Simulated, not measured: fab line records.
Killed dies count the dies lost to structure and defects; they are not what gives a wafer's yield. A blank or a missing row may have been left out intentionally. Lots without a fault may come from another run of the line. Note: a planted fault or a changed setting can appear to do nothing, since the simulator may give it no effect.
Lot-split experiment    flow n5 finfet    7 lots, 39 wafers read, on a route of 1938 steps

== ABOUT THE SPLIT ==
At N5_BEOL_M15_SPUTTER_44 (material Ta, target thk 15 nm, time 24.19 s), the setting target thk a was moved away from the recipe's 150 angstrom on 15 of the 39 wafers read, by -55.6% to +47.4%. All remaining wafers had this setting at the recipe value.

Reading taken at the split's own step.

== THE READING ==
Ta_of_BEOL_M15_SPUTTER_44.thk nm (the simulator's own value, which no gauge read), in nm, at N5_BEOL_M15_SPUTTER_44 (material Ta, target thk 15 nm, time 24.19 s). No usual value for it is given in the file. Across the 24 wafers here that went through the recipe, the average is 15.0 nm and the standard deviation 0.19 nm.

wafer   tool, chamber at the split  target thk a as run, angstrom  against the recipe  Ta_of_BEOL_M15_SPUTTER_44.thk nm, nm  against lot-mates on the recipe
L075.1  pvd sputter-02, -           127.3                          -15.1%              12.8                                  -2.3
L075.2  pvd sputter-02, -           150                            recipe              15.2                                  -
L075.3  pvd sputter-02, -           127.3                          -15.1%              12.6                                  -2.5
L075.6  pvd sputter-02, -           127.3                          -15.1%              12.6                                  -2.5
L075.4  pvd sputter-02, -           150                            recipe              15                                    -
L075.5  pvd sputter-02, -           150                            recipe              15                                    -
L076.1  pvd sputter-03, -           150                            recipe              15.2                                  -
L076.2  pvd sputter-03, -           150                            recipe              15.2                                  -
L076.3  pvd sputter-03, -           150                            recipe              15.2                                  -
L076.5  pvd sputter-03, -           150                            recipe              15.2                                  -
L076.6  pvd sputter-03, -           150                            recipe              15.2                                  -
L076.4  pvd sputter-03, -           150                            recipe              15                                    -
L080.2  pvd sputter-02, -           150                            recipe              14.8                                  -
L080.3  pvd sputter-02, -           150                            recipe              14.8                                  -
L080.5  pvd sputter-02, -           150                            recipe              15                                    -
L079.1  pvd sputter-01, -           221.1                          +47.4%              22                                    +7.3
L079.2  pvd sputter-01, -           221.1                          +47.4%              21.6                                  +6.9
L079.3  pvd sputter-01, -           221.1                          +47.4%              21.6                                  +6.9
L079.4  pvd sputter-01, -           150                            recipe              14.8                                  -
L079.5  pvd sputter-01, -           150                            recipe              14.6                                  -
L079.6  pvd sputter-01, -           150                            recipe              14.6                                  -
L083.1  pvd sputter-03, -           150                            recipe              15                                    -
L083.2  pvd sputter-03, -           150                            recipe              15.2                                  -
L083.3  pvd sputter-03, -           66.65                          -55.6%              6.8                                   -8.2
L083.4  pvd sputter-03, -           66.65                          -55.6%              6.8                                   -8.2
L083.6  pvd sputter-03, -           66.65                          -55.6%              6.8                                   -8.2
L083.5  pvd sputter-03, -           150                            recipe              14.8                                  -
L087.1  pvd sputter-02, -           212.3                          +41.5%              21.2                                  +6.3
L087.2  pvd sputter-02, -           150                            recipe              14.8                                  -
L087.4  pvd sputter-02, -           150                            recipe              14.8                                  -
L087.3  pvd sputter-02, -           212.3                          +41.5%              21                                    +6.1
L087.6  pvd sputter-02, -           212.3                          +41.5%              21                                    +6.1
L087.5  pvd sputter-02, -           150                            recipe              15                                    -
L093.1  pvd sputter-01, -           150                            recipe              14.8                                  -
L093.2  pvd sputter-01, -           150                            recipe              15                                    -
L093.3  pvd sputter-01, -           214.8                          +43.2%              21.6                                  +6.6
L093.4  pvd sputter-01, -           214.8                          +43.2%              21.2                                  +6.2
L093.5  pvd sputter-01, -           150                            recipe              15.2                                  -
L093.6  pvd sputter-01, -           214.8                          +43.2%              21                                    +6.0

FIT RESULTS
A straight line over all 39 wafers: Ta_of_BEOL_M15_SPUTTER_44.thk nm changes by +0.146 nm for each +1% of target thk a; r = +1.00; the points scatter about the line by 0.19 nm.
The same after taking each lot's own level away (the mean of its wafers on the recipe; 39 wafers): +0.148 nm for each +1%; r = +1.00; scatter 0.15 nm.
Per that fit: largest target thk a move, reading shift of 8.2 nm.
From 14.67 to 15.17 nm: that is the span of the lots' own levels, equal to 2.6 times the standard deviation above.
The two slopes agree, so the slope changes little with the lot-to-lot level.
Check: for one of the wafers moved furthest among these (-55.6%), held out of the fit, the line's prediction against its lot-mates is -8.25 nm. It came out at -8.2 nm against them.

== OTHER SPLITS ON THESE WAFERS ==
Note: prior to the reading, these wafers also went through further splits. Each is held against what the fit with the lots' levels taken away leaves over:
other split on the same wafers                  wafers away from the commonest value  r with Ta_of_BEOL_M15_SPUTTER_44.thk nm (lot level and that fit taken away)
N5_MOL_CONTACT_COAG_VIA_ETCH_46 target depth a  12                                    +0.03
N5_BEOL_M0_SAQP_ETCH_106 target depth a         12                                    +0.00
N5_BEOL_M6_ETCH_66 target depth a               15                                    -0.04
N5_BEOL_M10_ILD_DEP_00 time s                   15                                    +0.04
N5_BEOL_M15_ILD_DEP_00 time s                   6                                     -0.03

== THE FILE'S OWN FIT ==
Ta_of_BEOL_M15_SPUTTER_44.thk nm changes by +0.148 nm for each +1% of target thk a, r = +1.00.
